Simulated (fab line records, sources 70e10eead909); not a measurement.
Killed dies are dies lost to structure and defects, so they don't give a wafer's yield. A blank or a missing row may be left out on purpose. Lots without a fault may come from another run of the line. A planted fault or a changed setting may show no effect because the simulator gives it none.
Chamber matching | flow nand_harc | NHARC_A_STAIRCASE_TRIM_187 on rie_diel-06: 4 sister chambers
The step chemistry O2, time 211.2 s. 20 wafers are shown with their chamber, then 10 later ones without.

WAFERS WITH THEIR CHAMBER
wafer  | chamber | showerhead_plenum_p_Torr (Torr) | oes_product_au (a.u.) | rf_vpp_V (V)
L074.2 | 1       | 3.61                            | 0.996                 | 58.5
L074.5 | 2       | 3.77                            | 0.990                 | 58.2
L074.6 | 3       | 3.47                            | 0.999                 | 56.8
L075.3 | 2       | 3.77                            | 0.990                 | 57.2
L075.4 | 3       | 3.47                            | 0.984                 | 57.8
L075.6 | 0       | 3.55                            | 0.991                 | 58.9
L076.3 | 2       | 3.77                            | 0.991                 | 60.1
L076.4 | 3       | 3.47                            | 0.994                 | 57.5
L076.6 | 0       | 3.55                            | 0.995                 | 58.5
L077.2 | 2       | 3.77                            | 0.979                 | 58.8
L077.3 | 3       | 3.46                            | 0.983                 | 58.7
L077.5 | 0       | 3.55                            | 0.994                 | 57.3
L085.2 | 1       | 3.59                            | 0.994                 | 57.6
L085.4 | 0       | 3.53                            | 1.001                 | 55.3
L085.6 | 0       | 3.53                            | 0.999                 | 58.3
L087.2 | 1       | 3.59                            | 0.998                 | 58.0
L087.4 | 0       | 3.53                            | 1.006                 | 57.1
L087.6 | 0       | 3.53                            | 1.008                 | 58.4
L092.1 | 1       | 3.58                            | 1.007                 | 56.7
L092.2 | 3       | 3.44                            | 1.010                 | 57.2

SIGNATURES (means of the wafers above)
reading                  | chamber 0 | chamber 1 | chamber 2 | chamber 3 | scatter within a chamber
showerhead_plenum_p_Torr | 3.5386    | 3.5925    | 3.7700    | 3.4620    | 0.0107
oes_product_au           | 0.99914   | 0.99875   | 0.98750   | 0.99400   | 0.00765
rf_vpp_V                 | 57.686    | 57.700    | 58.575    | 57.600    | 1.04
Rule: a wafer's distance from a chamber is the root of the sum, over the readings, of the square of ((its reading less the chamber's mean) divided by the reading's scatter). The wafer belongs to the nearest chamber; if the next one is less than 2 further off, it can't be placed. The scatter: the root of (the sum of the squares of (reading less its chamber's mean) over the shown wafers, divided by (wafers less chambers)).

WAFERS WITHOUT THEIR CHAMBER
wafer  | showerhead_plenum_p_Torr (Torr) | oes_product_au (a.u.) | rf_vpp_V (V)
L092.6 | 3.44                            | 0.998                 | 57.9
L093.2 | 3.58                            | 1.005                 | 57.6
L093.3 | 3.52                            | 1.010                 | 56.4
L093.6 | 3.44                            | 0.996                 | 57.6
L094.4 | 3.57                            | 0.990                 | 58.5
L094.5 | 3.44                            | 0.993                 | 56.7
L094.6 | 3.52                            | 0.996                 | 58.2
L096.3 | 3.57                            | 1.006                 | 56.9
L096.4 | 3.44                            | 1.001                 | 58.7
L096.5 | 3.57                            | 1.000                 | 58.2

WHICH CHAMBER EACH WENT THROUGH
wafer  | from the rows above     | in truth
L092.6 | 3                       | 3
L093.2 | 1                       | 1
L093.3 | 0                       | 0
L093.6 | 3                       | 3
L094.4 | can't be placed: 1 or 0 | 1
L094.5 | 3                       | 3
L094.6 | 0                       | 0
L096.3 | can't be placed: 1 or 0 | 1
L096.4 | 3                       | 3
L096.5 | can't be placed: 1 or 0 | 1
Placed correctly: 7 of 10. Can't be placed from these rows: 3 (the true chamber is among the candidates in 3). Placed wrongly: 0.
